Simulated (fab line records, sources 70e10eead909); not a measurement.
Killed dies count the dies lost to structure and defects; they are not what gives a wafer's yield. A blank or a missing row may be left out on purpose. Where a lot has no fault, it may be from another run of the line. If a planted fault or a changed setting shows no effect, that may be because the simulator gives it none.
fab line records -- flow nand_harc
[record] lots = 7, wafers = 19, last_day = 23
route steps=1159 shown A_ONON_D1@424 END@1159
lots untouched by any fault: they come from a run of this same line in which no faults occurred
start_h: hours from the record's first day to the start of the lot's first wafer shown -- wait_h: hours elapsed since this lot's preceding step -- " same as the row above -- L1.1+2: several wafers, shown together as one row -- - value missing, or start not given -- * or withheld: withheld -- < > ~ a bound
route shown NAME@n: names a module that has steps shown in the file, with the first one's number in the route -- usual: the fault-free wafers' mean and standard deviation -- same: alike in all rows -- chamber/n: place in a boat -- sites: each site's reading -- _std_site: the standard deviation of these -- _edge_site: inner sites' mean taken away from outer sites' mean -- radius_mm: how far each site lies from the wafer's centre -- mask NAME#n: copy n -- behind: the tool/chamber that last shaped the wafer -- hold: reason for holding the lot/hours on hold/outcome of the hold -- device: transistor that didn't switch, given as n, p or np -- end of line: the tests these same wafers got at the end of their route -- a step given without rows: its recipe and nothing more -- killed: dies lost to structure and defects at the first sort, not the wafer's yield -- map: the dies of a wafer, with x for killed, . for not killed, _ for no die there
set.NAME: the setting the step ran with; set.NAME@STEP: the setting that earlier step ran with -- model.NAME: the simulator's own value behind a step, which no gauge read
lots at some steps of the route; a table a step, a row a wafer
services: the hour from which a tool's chamber was out of use, counted from the record's first day as start_h (under 0 if before that day), plus the number of hours and why
[[steps]]
[step NHARC_A_ONON_D1_DEP_00]
[recipe] target_thk_a = 10000, n2_flow_sccm = 2750, n2o_flow_sccm = 2000, nh3_flow_sccm = 500, sih4_flow_sccm = 210, temp_c = 400
[step NHARC_A_ONON_D1_THK_MEAS_02]
[recipe] thk_meas_gauge = ellipsometry
[usual] thk_nm = 999/10
lot.wafer,tool,chamber,start_h,wait_h,thk_nm
L367.3,film_metro-01,-,176.92,-,1008
L367.4,film_metro-01,-,176.92,-,1008
L367.5,film_metro-01,-,176.92,-,1010
L371.4,film_metro-01,-,188.09,-,983
L371.5,film_metro-01,-,188.09,-,984
L371.6,film_metro-01,-,188.09,-,982
L375.2,film_metro-01,-,211.32,-,999
L375.3,film_metro-01,-,211.32,-,1000
L377.3,film_metro-01,-,237.35,-,1005
L377.5,film_metro-01,-,237.35,-,1003
L377.6,film_metro-01,-,237.35,-,1005
L380.2,film_metro-01,-,244.03,-,994
L380.3,film_metro-01,-,244.03,-,993
L380.6,film_metro-01,-,244.03,-,995
L379.1,film_metro-02,-,244.03,-,980
L379.2,film_metro-02,-,244.03,-,980
L384.1,film_metro-02,-,275.88,-,992
L384.5,film_metro-02,-,275.88,-,994
L384.6,film_metro-02,-,275.88,-,994
[step NHARC_A_ONON_D1_DEP_03]
[recipe] target_thk_a = 10000, n2_flow_sccm = 2750, n2o_flow_sccm = 2000, nh3_flow_sccm = 500, sih4_flow_sccm = 210, temp_c = 400
[step NHARC_A_ONON_D1_THK_MEAS_05]
[recipe] thk_meas_gauge = ellipsometry
[usual] thk_nm = 1001/9.4
lot.wafer,tool,chamber,start_h,wait_h,thk_nm
L367.3,film_metro-02,-,177.49,-,989
L367.4,film_metro-02,-,177.49,-,989
L367.5,film_metro-02,-,177.49,-,990
L371.4,film_metro-02,-,188.70,-,996
L371.5,film_metro-02,-,188.70,-,997
L371.6,film_metro-02,-,188.70,-,997
L375.2,film_metro-02,-,211.94,-,985
L375.3,film_metro-02,-,211.94,-,988
L377.3,film_metro-02,-,237.92,-,1006
L377.5,film_metro-02,-,237.92,-,1006
L377.6,film_metro-02,-,237.92,-,1009
L380.2,film_metro-02,-,244.60,-,1003
L380.3,film_metro-02,-,244.60,-,1004
L380.6,film_metro-02,-,244.60,-,1006
L379.1,film_metro-01,-,244.60,-,1006
L379.2,film_metro-01,-,244.60,-,1007
L384.1,film_metro-01,-,276.45,-,1004
L384.5,film_metro-01,-,276.45,-,1006
L384.6,film_metro-01,-,276.45,-,1005
[step NHARC_A_ONON_D1_DEP_06]
[recipe] target_thk_a = 10000, n2_flow_sccm = 2750, n2o_flow_sccm = 2000, nh3_flow_sccm = 500, sih4_flow_sccm = 210, temp_c = 400
[step NHARC_A_ONON_D1_THK_MEAS_08]
[recipe] thk_meas_gauge = ellipsometry
[usual] thk_nm = 1001/9.2
lot.wafer,tool,chamber,start_h,wait_h,thk_nm
L367.3,film_metro-02,-,178.08,-,989
L367.4,film_metro-02,-,178.08,-,989
L367.5,film_metro-02,-,178.08,-,991
L371.4,film_metro-01,-,189.26,-,1002
L371.5,film_metro-01,-,189.26,-,1003
L371.6,film_metro-01,-,189.26,-,1002
L375.2,film_metro-01,-,212.51,-,1015
L375.3,film_metro-01,-,212.51,-,1014
L377.3,film_metro-01,-,238.48,-,987
L377.5,film_metro-01,-,238.48,-,988
L377.6,film_metro-01,-,238.48,-,988
L379.1,film_metro-01,-,245.16,-,1005
L379.2,film_metro-01,-,245.16,-,1006
L380.2,film_metro-02,-,245.16,-,1013
L380.3,film_metro-02,-,245.16,-,1013
L380.6,film_metro-02,-,245.16,-,1011
L384.1,film_metro-01,-,277.01,-,999
L384.5,film_metro-01,-,277.01,-,997
L384.6,film_metro-01,-,277.01,-,998
[step NHARC_A_ONON_D1_DEP_09]
[recipe] target_thk_a = 10000, n2_flow_sccm = 2750, n2o_flow_sccm = 2000, nh3_flow_sccm = 500, sih4_flow_sccm = 210, temp_c = 400
[step NHARC_A_ONON_D1_THK_MEAS_11]
[recipe] thk_meas_gauge = ellipsometry
[usual] thk_nm = 1000/9.6
lot.wafer,tool,chamber,start_h,wait_h,thk_nm
L367.3,film_metro-01,-,178.64,-,981
L367.4,film_metro-01,-,178.64,-,980
L367.5,film_metro-01,-,178.64,-,978
L371.4,film_metro-02,-,189.84,-,981
L371.5,film_metro-02,-,189.84,-,980
L371.6,film_metro-02,-,189.84,-,981
L375.2,film_metro-01,-,213.08,-,997
L375.3,film_metro-01,-,213.08,-,995
L377.3,film_metro-02,-,239.05,-,997
L377.5,film_metro-02,-,239.05,-,997
L377.6,film_metro-02,-,239.05,-,997
L379.1,film_metro-02,-,245.72,-,1012
L379.2,film_metro-02,-,245.72,-,1010
L380.2,film_metro-01,-,245.73,-,1010
L380.3,film_metro-01,-,245.73,-,1011
L380.6,film_metro-01,-,245.73,-,1010
L384.1,film_metro-01,-,277.58,-,994
L384.5,film_metro-01,-,277.58,-,997
L384.6,film_metro-01,-,277.58,-,995
[step NHARC_A_ONON_D1_DEP_12]
[recipe] target_thk_a = 10000, n2_flow_sccm = 2750, n2o_flow_sccm = 2000, nh3_flow_sccm = 500, sih4_flow_sccm = 210, temp_c = 400
[step NHARC_A_ONON_D1_THK_MEAS_14]
[recipe] thk_meas_gauge = ellipsometry
[usual] thk_nm = 998/12
lot.wafer,tool,chamber,start_h,wait_h,thk_nm
L367.3,film_metro-01,-,179.21,-,980
L367.4,film_metro-01,-,179.21,-,980
L367.5,film_metro-01,-,179.21,-,978
L371.4,film_metro-01,-,190.41,-,991
L371.5,film_metro-01,-,190.41,-,990
L371.6,film_metro-01,-,190.41,-,991
L375.2,film_metro-01,-,213.64,-,1014
L375.3,film_metro-01,-,213.64,-,1016
L377.3,film_metro-01,-,239.62,-,1006
L377.5,film_metro-01,-,239.62,-,1006
L377.6,film_metro-01,-,239.62,-,1007
L379.1,film_metro-01,-,246.29,-,980
L379.2,film_metro-01,-,246.29,-,979
L380.2,film_metro-02,-,246.29,-,990
L380.3,film_metro-02,-,246.29,-,990
L380.6,film_metro-02,-,246.29,-,991
L384.1,film_metro-02,-,278.15,-,1017
L384.5,film_metro-02,-,278.15,-,1017
L384.6,film_metro-02,-,278.15,-,1018
[step NHARC_A_ONON_D1_ANNEAL_15]
[recipe] temp_c = 750, time_s = 3600
[step NHARC_A_ONON_D1_DEP_16]
[recipe] target_thk_a = 10000, n2_flow_sccm = 2750, n2o_flow_sccm = 2000, nh3_flow_sccm = 500, sih4_flow_sccm = 210, temp_c = 400
[usual] sih4_flow_sccm = 210.0/0.66
lot.wafer,tool,chamber,start_h,wait_h,sih4_flow_sccm
L367.3,pecvd_onon-04,0,185.90,0.2,210.3
L367.4,pecvd_onon-04,0,185.90,0.2,209.9
L367.5,pecvd_onon-04,0,185.90,0.2,210.3
L371.4,pecvd_onon-03,0,197.18,0.2,210.0
L371.5,pecvd_onon-03,0,197.18,0.2,210.3
L371.6,pecvd_onon-03,0,197.18,0.2,209.4
L375.2,pecvd_onon-03,0,223.39,0.1,211.1
L375.3,pecvd_onon-03,0,223.39,0.1,210.0
L377.3,pecvd_onon-03,0,246.43,0.2,208.8
L377.5,pecvd_onon-03,0,246.43,0.2,208.8
L377.6,pecvd_onon-03,0,246.43,0.2,209.9
L379.1,pecvd_onon-03,0,252.88,0.1,209.1
L379.2,pecvd_onon-03,0,252.88,0.1,210.1
L380.2,pecvd_onon-02,0,252.96,0.1,210.2
L380.3,pecvd_onon-02,0,252.96,0.1,211.2
L380.6,pecvd_onon-02,0,252.96,0.1,210.4
L384.1,pecvd_onon-02,0,284.76,0.1,209.6
L384.5,pecvd_onon-02,0,284.76,0.1,210.7
L384.6,pecvd_onon-02,0,284.76,0.1,209.7
[step NHARC_A_ONON_D1_THK_MEAS_18]
[recipe] thk_meas_gauge = ellipsometry
[usual] thk_nm = 997/11
lot.wafer,tool,chamber,start_h,wait_h,thk_nm
L367.3,film_metro-02,-,186.29,-,1008
L367.4,film_metro-02,-,186.29,-,1006
L367.5,film_metro-02,-,186.29,-,1008
L371.4,film_metro-02,-,197.52,-,984
L371.5,film_metro-02,-,197.52,-,985
L371.6,film_metro-02,-,197.52,-,985
L375.2,film_metro-02,-,223.84,-,983
L375.3,film_metro-02,-,223.84,-,614
L377.3,film_metro-02,-,246.83,-,623
L377.5,film_metro-02,-,246.83,-,990
L377.6,film_metro-02,-,246.83,-,991
L379.1,film_metro-02,-,253.39,-,624
L379.2,film_metro-02,-,253.39,-,991
L380.2,film_metro-02,-,253.41,-,1007
L380.3,film_metro-02,-,253.41,-,1008
L380.6,film_metro-02,-,253.41,-,1010
L384.1,film_metro-01,-,285.29,-,1015
L384.5,film_metro-01,-,285.29,-,1016
L384.6,film_metro-01,-,285.29,-,1015
[step NHARC_A_ONON_D1_DEP_19]
[recipe] target_thk_a = 10000, n2_flow_sccm = 2750, n2o_flow_sccm = 2000, nh3_flow_sccm = 500, sih4_flow_sccm = 210, temp_c = 400
[step NHARC_END_SORT_01]
[recipe] temp_c = 25
[usual] killed_at_array = 27/11, killed_at_other = 0.7/0.93, killed_at_periphery = 2.9/1.9, killed_dies = 30/11, killed_open = 3.1/1.7, killed_short = 1.9/1.3
[same] gross_dies = 677
lot.wafer,tool,chamber,start_h,wait_h,killed_at_array,killed_at_other,killed_at_periphery,killed_dies,killed_open,killed_short
L375.3,prober-01,0,491.64,3.1,673,2,2,677,2,2
L377.3,prober-02,0,508.08,3.1,676,0,1,677,2,0
L379.1,prober-01,0,534.43,2.4,671,1,5,677,3,2
// killed by level:class
L375.3 A_ONON_D1:area_dep=643 A_CHANNEL_HOLE_D1:chamber_film_flake=15 A_STAIRCASE:chamber_film_flake=10 A_CONTACT:chamber_film_flake=3 THIN_TSV:chamber_film_flake=2 P_CONTACT:geometric_particle:short=1 P_M1:geometric_particle:short=1 A_CONTACT:geometric_particle:open=1
L377.3 A_ONON_D1:area_dep=643 A_CHANNEL_HOLE_D1:chamber_film_flake=19 A_SGD_CUT:chamber_film_flake=8 A_CONTACT:chamber_film_flake=2 P_M0:geometric_particle:open=1 A_M0:geometric_particle:open=1 A_ZERO_WELL:chamber_film_flake=1 A_STAIRCASE:chamber_film_flake=1
L379.1 A_ONON_D1:area_dep=644 A_CHANNEL_HOLE_D1:chamber_film_flake=18 A_CONTACT:chamber_film_flake=6 P_STI:chamber_film_flake=2 P_M0:geometric_particle:open=1 P_M0:geometric_particle:short=1 P_M2:geometric_particle:open=1 A_CHANNEL_FILL_D1:geometric_particle:open=1
// map L375.3 (x killed, . not)
____________x____________
_________xxxxxxx_________
_______xxxxxxxxxxx_______
______xxxxxxxxxxxxx______
_____xxxxxxxxxxxxxxx_____
____xxxxxxxxxxxxxxxxx____
____xxxxxxxxxxxxxxxxx____
___xxxxxxxxxxxxxxxxxxx___
___xxxxxxxxxxxxxxxxxxx___
__xxxxxxxxxxxxxxxxxxxxx__
__xxxxxxxxxxxxxxxxxxxxx__
_xxxxxxxxxxxxxxxxxxxxxxx_
_xxxxxxxxxxxxxxxxxxxxxxx_
_xxxxxxxxxxxxxxxxxxxxxxx_
_xxxxxxxxxxxxxxxxxxxxxxx_
_xxxxxxxxxxxxxxxxxxxxxxx_
xxxxxxxxxxxxxxxxxxxxxxxxx
xxxxxxxxxxxxxxxxxxxxxxxxx
xxxxxxxxxxxxxxxxxxxxxxxxx
xxxxxxxxxxxxxxxxxxxxxxxxx
xxxxxxxxxxxxxxxxxxxxxxxxx
_xxxxxxxxxxxxxxxxxxxxxxx_
_xxxxxxxxxxxxxxxxxxxxxxx_
_xxxxxxxxxxxxxxxxxxxxxxx_
_xxxxxxxxxxxxxxxxxxxxxxx_
_xxxxxxxxxxxxxxxxxxxxxxx_
__xxxxxxxxxxxxxxxxxxxxx__
__xxxxxxxxxxxxxxxxxxxxx__
___xxxxxxxxxxxxxxxxxxx___
___xxxxxxxxxxxxxxxxxxx___
____xxxxxxxxxxxxxxxxx____
____xxxxxxxxxxxxxxxxx____
_____xxxxxxxxxxxxxxx_____
______xxxxxxxxxxxxx______
_______xxxxxxxxxxx_______
_________xxxxxxx_________
____________x____________
// map L377.3 (x killed, . not)
____________x____________
_________xxxxxxx_________
_______xxxxxxxxxxx_______
______xxxxxxxxxxxxx______
_____xxxxxxxxxxxxxxx_____
____xxxxxxxxxxxxxxxxx____
____xxxxxxxxxxxxxxxxx____
___xxxxxxxxxxxxxxxxxxx___
___xxxxxxxxxxxxxxxxxxx___
__xxxxxxxxxxxxxxxxxxxxx__
__xxxxxxxxxxxxxxxxxxxxx__
_xxxxxxxxxxxxxxxxxxxxxxx_
_xxxxxxxxxxxxxxxxxxxxxxx_
_xxxxxxxxxxxxxxxxxxxxxxx_
_xxxxxxxxxxxxxxxxxxxxxxx_
_xxxxxxxxxxxxxxxxxxxxxxx_
xxxxxxxxxxxxxxxxxxxxxxxxx
xxxxxxxxxxxxxxxxxxxxxxxxx
xxxxxxxxxxxxxxxxxxxxxxxxx
xxxxxxxxxxxxxxxxxxxxxxxxx
xxxxxxxxxxxxxxxxxxxxxxxxx
_xxxxxxxxxxxxxxxxxxxxxxx_
_xxxxxxxxxxxxxxxxxxxxxxx_
_xxxxxxxxxxxxxxxxxxxxxxx_
_xxxxxxxxxxxxxxxxxxxxxxx_
_xxxxxxxxxxxxxxxxxxxxxxx_
__xxxxxxxxxxxxxxxxxxxxx__
__xxxxxxxxxxxxxxxxxxxxx__
___xxxxxxxxxxxxxxxxxxx___
___xxxxxxxxxxxxxxxxxxx___
____xxxxxxxxxxxxxxxxx____
____xxxxxxxxxxxxxxxxx____
_____xxxxxxxxxxxxxxx_____
______xxxxxxxxxxxxx______
_______xxxxxxxxxxx_______
_________xxxxxxx_________
____________x____________
[[services]]
tool,chamber,start_h,hours,kind
pecvd_onon-03,-,223.76,8.2,repair
pecvd_onon-04,-,237.20,13.0,pm
[[key]]
[first_sign] step = NHARC_A_ONON_D1_THK_MEAS_18, reading = thk_nm, direction = down, sigmas = 34, usual = 997, struck = 620
[effect] step = NHARC_END_SORT_01, reading = killed_at_array, direction = up, sigmas = 59, usual = 27, struck = 673
[more_kills_born_at] NHARC_A_ONON_D1_DEP_16@pecvd_onon-03 = 1930
met_at NHARC_A_ONON_D1_DEP_16
struck_wafers L375.3,L377.3,L379.1
later_rows_left_out L375.3,L377.3,L379.1
tester_left_out L375,L377,L379
onset_between 197.18 223.39
[fault] kind = process_parameter_drift, tool = pecvd_onon-03, chamber = -, onset_h = 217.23, steps = NHARC_A_ONON_D1_DEP_16, channel = target_thk_a, offset = *, shape = step, end_h = 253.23, scope = struck_wafers_only, acts_in = *, stated = *
// tester_left_out: of these lots the tester's yield and bins aren't shown, on N5 and GAA mostly nor the transistor test; their killed dies are dies lost to structure and defects alone, not to doping, threshold or leakage, so they don't give the yield
// later_rows_left_out: the simulator's readings of these wafers behind a module that went badly wrong aren't trusted and aren't shown, but for the sort
